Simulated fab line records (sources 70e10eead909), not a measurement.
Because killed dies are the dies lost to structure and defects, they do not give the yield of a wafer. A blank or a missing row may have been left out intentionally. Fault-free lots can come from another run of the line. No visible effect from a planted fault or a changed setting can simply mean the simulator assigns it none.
Which tool was responsible?	flow nand harc	Sampling: 13 lots, 39 wafers, 6 of 1302 route steps

## WHAT EACH GAUGE READ, for each wafer
NHARC_A_CONTACT_CD_MEAS_80.
lot	measured	on	cd nm (nm)
L274	day 22 18:42	cd sem-01	289.1 289.5 288.9
L273	day 22 19:19	cd sem-02	290.6 290.0 289.9
L279	day 24 01:47	cd sem-03	289.4 289.4 289.0
L277	day 24 12:34	cd sem-03	289.5 289.0 289.2
L278	day 24 20:14	cd sem-02	287.4 288.0 287.8
L280	day 24 23:11	cd sem-01	288.2 288.4 287.6
L281	day 25 11:54	cd sem-02	289.8 290.1 289.6
L282	day 25 13:40	cd sem-03	289.6 289.5 289.8
L283	day 26 12:41	cd sem-03	288.7 288.5 288.8
L289	day 28 09:38	cd sem-03	289.5 289.7 289.3
L294	day 30 20:22	cd sem-01	290.1 290.0 290.4
L293	day 31 00:23	cd sem-03	289.3 289.8 289.0
L295	day 31 01:08	cd sem-02	288.5 288.7 288.8

NHARC_A_CONTACT_INSPECT_10.
lot	measured	on	raw defect count
L274	day 22 22:14	defect inspect-01	113 109 109
L273	day 22 22:53	defect inspect-01	44 57 48
L279	day 24 11:55	defect inspect-02	93 100 111
L277	day 24 20:14	defect inspect-01	153 163 161
L278	day 25 00:03	defect inspect-01	89 132 99
L280	day 25 02:51	defect inspect-02	82 92 92
L281	day 25 19:43	defect inspect-02	89 93 86
L282	day 25 19:53	defect inspect-02	86 90 69
L283	day 26 17:29	defect inspect-02	82 77 95
L289	day 28 13:49	defect inspect-01	75 85 88
L294	day 30 23:56	defect inspect-02	357 376 373 358 374 375
L293	day 31 04:41	defect inspect-02	412 384 394 415 388 392
L295	day 31 05:19	defect inspect-02	91 74 62

NHARC_END_SORT_01.
lot	measured	on	killed at array	killed at other	killed at periphery	killed dies	killed open	killed short
L294	day 34 05:15	prober-01	94 68 62	3 4 5	2 2 0	99 74 67	2 2 3	4 3 1
L293	day 34 14:37	prober-02	135 125 95	1 0 0	1 1 2	137 126 97	4 5 3	1 5 3

## EACH LOT AND THE TOOL THAT RAN IT (in order: tool; ch and the chambers of the sampled wafers; start)
lot	NHARC_A_CONTACT_ETCH_128	NHARC_A_CONTACT_DEP_85	NHARC_A_CONTACT_ETCH_136
L274	har cap etch-02 ch 0,1, day 22 16:51	pecvd-03 ch 0,1,2, day 22 21:25	har cap etch-02 ch 0,1, day 23 00:09
L273	har cap etch-03 ch 0,1, day 22 17:21	pecvd-03 ch 0,1,2, day 22 22:04	har cap etch-03 ch 0,1, day 23 00:33
L279	har cap etch-03 ch 0,1, day 23 23:55	pecvd-04 ch 0,2, day 24 11:08	har cap etch-02 ch 0,1, day 24 13:47
L277	har cap etch-03 ch 0,1, day 24 10:41	pecvd-04 ch 0,1,2, day 24 19:26	har cap etch-01 ch 0,1, day 24 22:23
L278	har cap etch-03 ch 0,1, day 24 17:35	pecvd-04 ch 0,1,2, day 24 23:23	har cap etch-01 ch 0,1, day 25 01:59
L280	har cap etch-02 ch 0,1, day 24 21:14	pecvd-04 ch 0,2, day 25 02:02	har cap etch-03 ch 0, day 25 04:43
L281	har cap etch-02 ch 0,1, day 25 10:04	pecvd-03 ch 0,1,2, day 25 18:54	har cap etch-02 ch 0,1, day 25 21:40
L282	har cap etch-01 ch 0,1, day 25 11:20	pecvd-03 ch 0,1,2, day 25 19:04	har cap etch-01 ch 0,1, day 25 22:07
L283	har cap etch-01 ch 0,1, day 26 10:47	pecvd-02 ch 1,2, day 26 16:46	har cap etch-01 ch 0,1, day 26 19:11
L289	har cap etch-01 ch 0,1, day 28 07:44	pecvd-02 ch 0,2, day 28 12:58	har cap etch-02 ch 0,1, day 28 15:28
L294	har cap etch-01 ch 0,1, day 30 18:31	pecvd-02 ch 0,1,2, day 30 23:05	har cap etch-01 ch 0,1, day 31 07:14
L293	har cap etch-03 ch 0, day 30 22:31	pecvd-02 ch 0,1, day 31 03:50	har cap etch-01 ch 1, day 31 10:29
L295	har cap etch-02 ch 0,1, day 30 23:16	pecvd-03 ch 0,1,2, day 31 04:28	har cap etch-03 ch 0,1, day 31 09:53
- NHARC_A_CONTACT_ETCH_128: etches the open film in C4F8/O2/Ar, time 197 s, target depth 1918 nm.
- NHARC_A_CONTACT_DEP_85: deposits SiON, target thk 60 nm.
- NHARC_A_CONTACT_ETCH_136: etches the open film in C4F8/O2/Ar, time 311 s, target depth 1912 nm.

## WHAT THE TOOLS THEMSELVES READ (means of the sampled wafers that have a number; where no wafer has one, the mark that the record gives instead)
NHARC_A_CONTACT_DEP_85.
lot	tool	heater power w (W)
L274	pecvd-03	692
L273	pecvd-03	669
L279	pecvd-04	733
L277	pecvd-04	737
L278	pecvd-04	769
L280	pecvd-04	789
L281	pecvd-03	660
L282	pecvd-03	625
L283	pecvd-02	753
L289	pecvd-02	817
L294	pecvd-02	733
L293	pecvd-02	678
L295	pecvd-03	622

## THE ANSWER, worked out from the rows above alone
Rule: usual is defined by the lots themselves. The widest of any qualifying gaps counts: lots, ordered by their means at a reading, are off when they make up no more than a third of the lots, leave a main group of 4 or more, and stand apart from it by 3 or more times the standard deviation of that group's means. A main group whose means are all the same, to the digits that the tables above print for the reading, isn't used. A lot without any number at a reading at which 4 lots or more have one is off too. Any other lot the step has rows for is counted as sound. After the gauges, taken in route order, come the tools' own readings; for these a lot's mean is taken, as printed above. The first step at which some lot is off is used, and at that step the reading that is off furthest; a lot without a number counts as furthest.
Off: L294, L293, at NHARC_A_CONTACT_INSPECT_10 (raw defect count). The main group has a mean of 94 with a standard deviation of 26.
A tool fits if, at a process step before that reading, it ran every lot that is off, and no sound lot after the first of them. The gauges at NHARC_A_CONTACT_INSPECT_10 are tried like those tools. One fits: NHARC_A_CONTACT_DEP_85 on pecvd-02. A fault onset in the window from L289 (day 28 12:58, its last sound lot) to L294 (day 30 23:05, its first lot off) fits.

## WHAT THE SIMULATOR PUT IN
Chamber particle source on pecvd-02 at NHARC_A_CONTACT_DEP_85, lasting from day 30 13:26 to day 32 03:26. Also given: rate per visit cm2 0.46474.
Shown lots that were struck: L294, L293. The same result came from the rule above.
